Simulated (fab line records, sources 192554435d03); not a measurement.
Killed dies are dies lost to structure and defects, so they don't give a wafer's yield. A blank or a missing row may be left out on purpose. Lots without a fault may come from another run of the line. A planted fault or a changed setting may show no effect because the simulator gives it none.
Chamber matching | flow n5_finfet | N5_PASSIVATION_DESCUM_12 on rie_diel-02: 4 sister chambers
The step chemistry O2, time 7.9 s. 4 wafers are shown with their chamber, then 8 later ones without.

WAFERS WITH THEIR CHAMBER
wafer  | chamber | drypump_motor_current_A (A)
L082.6 | 3       | 5.4
L085.2 | 0       | 5.8
L085.6 | 1       | 4.9
L084.1 | 2       | 5.8

WAFERS WITHOUT THEIR CHAMBER
wafer  | drypump_motor_current_A (A)
L084.3 | 4.8
L084.5 | 5.8
L088.1 | 5.4
L088.5 | 4.8
L088.6 | 5.8
L096.1 | 4.8
L096.5 | 5.8
L096.6 | 4.8

WHICH CHAMBER EACH WENT THROUGH
wafer  | from the rows above     | in truth
L084.3 | 1                       | 1
L084.5 | can't be placed: 0 or 2 | 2
L088.1 | 3                       | 3
L088.5 | 1                       | 1
L088.6 | can't be placed: 0 or 2 | 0
L096.1 | 1                       | 1
L096.5 | can't be placed: 0 or 2 | 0
L096.6 | 1                       | 1
Placed correctly: 5 of 8. Can't be placed from these rows: 3 (the true chamber is among the candidates in 3). Placed wrongly: 0.
How it was worked out, from the rows above alone: a wafer's distance from a chamber is the root of the sum, over the readings, of the square of ((its reading less the chamber's mean) divided by the reading's scatter). The wafer belongs to the nearest chamber; if the next one is less than 2 further off, it can't be placed. A chamber's mean is the mean of its shown wafers. The scatter: with one shown wafer a chamber, the root of the mean of the squares of how far each hidden wafer lies from its nearest shown one.
